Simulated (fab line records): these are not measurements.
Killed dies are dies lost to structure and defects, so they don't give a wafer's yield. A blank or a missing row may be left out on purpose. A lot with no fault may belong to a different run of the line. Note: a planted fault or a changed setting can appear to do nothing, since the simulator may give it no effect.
Which tool is to blame?	flow nand harc	18 wafers from 6 lots sampled at 5 of the route's 1302 steps

## WHAT THE GAUGES SHOWED, per wafer
NHARC_END_SORT_01.
lot	measured	on	killed at array
L194	day 24 23:50	prober-01	77 100 88
L196	day 25 08:20	prober-02	54 66 51
L199	day 26 21:53	prober-01	71 74 78
L201	day 28 16:53	prober-01	64 62 50
L207	day 30 12:36	prober-02	667 669 667
L213	day 32 07:51	prober-02	67 84 71

## WHAT TOOL EACH LOT RAN ON (gives the tool, then ch and the chambers of the sampled wafers, and finally the start)
lot	NHARC_A_STAIRCASE_CVD_552	NHARC_THIN_TSV_STRIP_62	NHARC_THIN_TSV_PRE_CLEAN_50	NHARC_THIN_TSV_ANNEAL_52
L194	lpcvd-01 ch 1, day 17 20:58	plasma asher-02 ch 0,1, day 24 11:30	pvd sputter-01, day 24 13:19 or earlier	rtp anneal-02 ch 0, day 24 13:19
L196	lpcvd-02 ch 0, day 18 04:49	plasma asher-02 ch 0,1, day 24 10:13	pvd sputter-01, day 24 11:37 or earlier	rtp anneal-01 ch 0, day 24 11:37
L199	lpcvd-01 ch 1, day 19 23:51	plasma asher-01 ch 0,1, day 26 08:51	pvd sputter-01, day 26 10:14 or earlier	rtp anneal-01 ch 0, day 26 10:14
L201	lpcvd-01 ch 0, day 21 00:01	plasma asher-01 ch 0,1, day 28 05:01	pvd sputter-02, day 28 06:25 or earlier	rtp anneal-02 ch 0, day 28 06:25
L207	lpcvd-01 ch 0, day 23 05:01	-	-	-
L213	lpcvd-02 ch 1, day 25 09:56	plasma asher-02 ch 0,1, day 31 21:04	pvd sputter-02, day 31 22:25 or earlier	rtp anneal-02 ch 0, day 31 22:25
- NHARC_A_STAIRCASE_CVD_552: deposits SiNx, target thk 40 nm.
- NHARC_THIN_TSV_STRIP_62: strips in N2/H2, time 20 s.
- NHARC_THIN_TSV_PRE_CLEAN_50: time 30 s.
- NHARC_THIN_TSV_ANNEAL_52: time 90 s.

## THE ANSWER, worked out from the rows above alone
Rule: the lots themselves supply what counts as usual. Put in order of their means at a reading, lots are off if they are a third of the lots or fewer, leave a main group of 4 or more, and stand apart from it by a gap of 3 or more times the standard deviation of the main group's means; of several such gaps the widest counts. The tables above print the reading to a certain number of digits; a main group whose means all agree to those digits is not used. A lot without any number at a reading at which 4 lots or more have one is off too. All remaining lots with rows at the step are treated as sound.
Off: L207, at NHARC_END_SORT_01 (killed at array). The main group has a mean of 70 with a standard deviation of 12.
If a tool, at a process step before that reading, ran all the lots that are off and no sound lot after the first of them, it fits. The gauges at NHARC_END_SORT_01 are tried like those tools. NHARC_THIN_TSV_PRE_CLEAN_50: start missing for some lots; hours and lot order therefore follow NHARC_THIN_TSV_ANNEAL_52. One fits: lpcvd-01 at NHARC_A_STAIRCASE_CVD_552. Its last sound lot is L201 (day 21 00:01), its first lot that is off L207 (day 23 05:01): a fault that began between those two fits.

## WHAT THE SIMULATOR HAD PUT IN
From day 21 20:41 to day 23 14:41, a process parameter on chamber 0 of lpcvd-01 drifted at NHARC_A_STAIRCASE_CVD_552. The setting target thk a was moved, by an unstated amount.
Struck lots among those shown: L207. The rule above found the same.
